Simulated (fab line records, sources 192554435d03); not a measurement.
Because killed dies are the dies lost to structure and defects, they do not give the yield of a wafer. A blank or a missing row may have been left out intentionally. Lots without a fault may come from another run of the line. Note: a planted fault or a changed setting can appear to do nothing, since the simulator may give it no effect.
Chamber matching | flow n5_finfet | N5_HKMG_FIN_ALD_74 on ald_hk-02 has 4 sister chambers
The step deposits La2O3, target thk 0.5 nm, pulse time 6 s, co reactant pulse time 1 s. 8 wafers are shown with their chamber, then 12 later ones without.

WAFERS WITH THEIR CHAMBER
wafer  | chamber | heater_power_w (W) | precursor_pulse_height_rel
L082.2 | 3       | 374                | 1.021
L082.6 | 3       | 375                | 0.973
L088.1 | 2       | 312                | 0.967
L088.3 | 1       | 418                | 0.984
L088.4 | 0       | 302                | 0.969
L089.1 | 1       | 409                | 0.999
L089.3 | 2       | 314                | 1.045
L089.6 | 0       | 306                | 0.978

WAFERS MISSING THEIR CHAMBER
wafer  | heater_power_w (W) | precursor_pulse_height_rel
L090.1 | 310                | 1.006
L090.3 | 306                | 0.944
L090.5 | 309                | 1.014
L093.1 | 404                | 0.985
L093.2 | 369                | 0.989
L093.4 | 309                | 1.015
L094.2 | 396                | 0.987
L094.4 | 306                | 1.000
L094.6 | 408                | 0.992
L097.3 | 365                | 1.015
L097.4 | 406                | 0.981
L097.5 | 307                | 0.973

WHICH CHAMBER EACH WENT THROUGH
wafer  | from the rows above     | in truth
L090.1 | can't be placed: 2 or 0 | 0
L090.3 | can't be placed: 0 or 2 | 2
L090.5 | can't be placed: 2 or 0 | 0
L093.1 | 1                       | 1
L093.2 | 3                       | 3
L093.4 | can't be placed: 2 or 0 | 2
L094.2 | can't be placed: 1 or 3 | 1
L094.4 | can't be placed: 0 or 2 | 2
L094.6 | 1                       | 1
L097.3 | 3                       | 3
L097.4 | 1                       | 1
L097.5 | can't be placed: 0 or 2 | 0
Correctly placed: 5 of 12. Unplaceable from these rows: 7, with the true chamber sitting among the candidates in 7. Placed wrongly: 0.
How it was worked out, from the rows above alone: a wafer's distance from a chamber is the root of the sum, over the readings, of the square of ((its reading less the chamber's mean) divided by the reading's scatter). The wafer belongs to the nearest chamber; if the next one is less than 2 further off, it can't be placed. The mean given for a chamber averages the wafers shown for that chamber. The scatter is the square root of a quotient: the sum, over the shown wafers, of each reading's squared deviation from its chamber's mean, divided by wafers minus chambers.
